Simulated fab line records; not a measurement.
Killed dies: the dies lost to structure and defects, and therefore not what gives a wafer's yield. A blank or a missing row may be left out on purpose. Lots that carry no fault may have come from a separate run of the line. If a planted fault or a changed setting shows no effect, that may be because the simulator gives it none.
Matching of chambers + flow nand harc + NHARC_A_CHANNEL_HOLE_D1_DESCUM_15 on rie diel-06 has 4 sister chambers
The step chemistry O2, time 3 s. 36 wafers are shown with their chamber, then 12 later ones without.

## WAFERS PAIRED WITH THEIR CHAMBERS
| wafer  | chamber | drypump motor current A (A) | oes product au (a.u.) | rf vpp V (V) |
|--------|---------|-----------------------------|-----------------------|--------------|
| L076.1 | 1       | 5.6                         | 1.005                 | 57.3         |
| L076.2 | 0       | 4.8                         | 1.000                 | 57.4         |
| L076.4 | 2       | 5.5                         | 0.999                 | 57.3         |
| L078.1 | 1       | 5.5                         | 0.997                 | 57.2         |
| L078.5 | 0       | 4.8                         | 0.997                 | 58.6         |
| L078.6 | 1       | 5.6                         | 1.000                 | 58.1         |
| L079.1 | 3       | 6.1                         | 0.993                 | 55.5         |
| L079.2 | 1       | 5.6                         | 0.997                 | 57.8         |
| L079.6 | 0       | 4.8                         | 0.997                 | 58.1         |
| L080.1 | 2       | 5.5                         | 0.987                 | 59.0         |
| L080.4 | 3       | 6.1                         | 0.991                 | 58.3         |
| L080.5 | 1       | 5.5                         | 1.002                 | 57.7         |
| L081.2 | 0       | 4.8                         | 1.004                 | 58.7         |
| L081.3 | 3       | 6.1                         | 0.993                 | 57.7         |
| L081.6 | 1       | 5.6                         | 1.001                 | 55.7         |
| L082.1 | 0       | 4.8                         | 0.999                 | 57.7         |
| L082.2 | 1       | 5.6                         | 0.991                 | 59.3         |
| L082.4 | 2       | 5.5                         | 0.997                 | 58.3         |
| L083.3 | 1       | 5.5                         | 1.010                 | 56.9         |
| L083.5 | 2       | 5.5                         | 0.997                 | 58.6         |
| L083.6 | 1       | 5.6                         | 1.009                 | 56.8         |
| L084.4 | 0       | 4.8                         | 0.997                 | 58.4         |
| L084.5 | 1       | 5.5                         | 1.000                 | 57.3         |
| L084.6 | 2       | 5.5                         | 1.003                 | 58.1         |
| L085.1 | 0       | 4.8                         | 1.015                 | 58.7         |
| L085.3 | 2       | 5.5                         | 1.000                 | 57.8         |
| L085.5 | 0       | 4.8                         | 1.015                 | 57.4         |
| L086.3 | 0       | 4.8                         | 1.009                 | 57.7         |
| L086.5 | 3       | 6.1                         | 0.991                 | 56.0         |
| L086.6 | 2       | 5.5                         | 0.994                 | 58.5         |
| L089.1 | 1       | 5.6                         | 0.994                 | 56.3         |
| L089.3 | 2       | 5.5                         | 0.989                 | 57.4         |
| L089.6 | 2       | 5.5                         | 0.992                 | 57.2         |
| L090.3 | 0       | 4.8                         | 0.993                 | 57.1         |
| L090.4 | 2       | 5.5                         | 0.996                 | 59.2         |
| L090.5 | 2       | 5.5                         | 0.994                 | 58.7         |

SIGNATURES (averages over the wafers above)
| reading                 | chamber 0 | chamber 1 | chamber 2 | chamber 3 | scatter within a chamber |
|-------------------------|-----------|-----------|-----------|-----------|--------------------------|
| drypump motor current A | 4.800     | 5.564     | 5.500     | 6.100     | 0.0282                   |
| oes product au          | 1.00260   | 1.00055   | 0.99527   | 0.99200   | 0.00594                  |
| rf vpp V                | 57.980    | 57.309    | 58.191    | 56.875    | 0.836                    |
Rule: for each reading, subtract the chamber's mean from the wafer's reading, divide by that reading's scatter and square the result; add these up over the readings and take the root, which gives the wafer's distance from the chamber. If the next closest chamber is less than 2 further off than the closest, the wafer can't be placed; otherwise it belongs to the closest. The scatter: the root of (the sum of the squares of (reading less its chamber's mean) over the shown wafers, divided by (wafers less chambers)).

## WAFERS WITHOUT THEIR CHAMBER
| wafer  | drypump motor current A (A) | oes product au (a.u.) | rf vpp V (V) |
|--------|-----------------------------|-----------------------|--------------|
| L091.3 | 4.8                         | 0.995                 | 58.4         |
| L091.5 | 5.6                         | 1.010                 | 56.5         |
| L091.6 | 5.5                         | 1.004                 | 57.0         |
| L093.1 | 5.5                         | 0.993                 | 57.6         |
| L093.2 | 4.8                         | 1.001                 | 57.0         |
| L093.6 | 6.1                         | 1.010                 | 57.3         |
| L096.1 | 4.8                         | 0.997                 | 57.8         |
| L096.2 | 6.0                         | 1.012                 | 58.4         |
| L096.3 | 5.5                         | 1.000                 | 58.6         |
| L097.1 | 4.8                         | 1.000                 | 58.1         |
| L097.5 | 5.6                         | 1.008                 | 57.3         |
| L097.6 | 6.1                         | 1.014                 | 56.7         |

## EACH ONE'S CHAMBER
| wafer  | from the rows above     | in truth |
|--------|-------------------------|----------|
| L091.3 | 0                       | 0        |
| L091.5 | 1                       | 1        |
| L091.6 | can't be placed: 2 or 1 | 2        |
| L093.1 | can't be placed: 2 or 1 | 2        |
| L093.2 | 0                       | 0        |
| L093.6 | 3                       | 3        |
| L096.1 | 0                       | 0        |
| L096.2 | 3                       | 3        |
| L096.3 | can't be placed: 2 or 1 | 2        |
| L097.1 | 0                       | 0        |
| L097.5 | 1                       | 1        |
| L097.6 | 3                       | 3        |
Correct placement for 9 of the 12. Unplaceable from these rows: 3, with the true chamber sitting among the candidates in 3. Wrongly placed: 0.
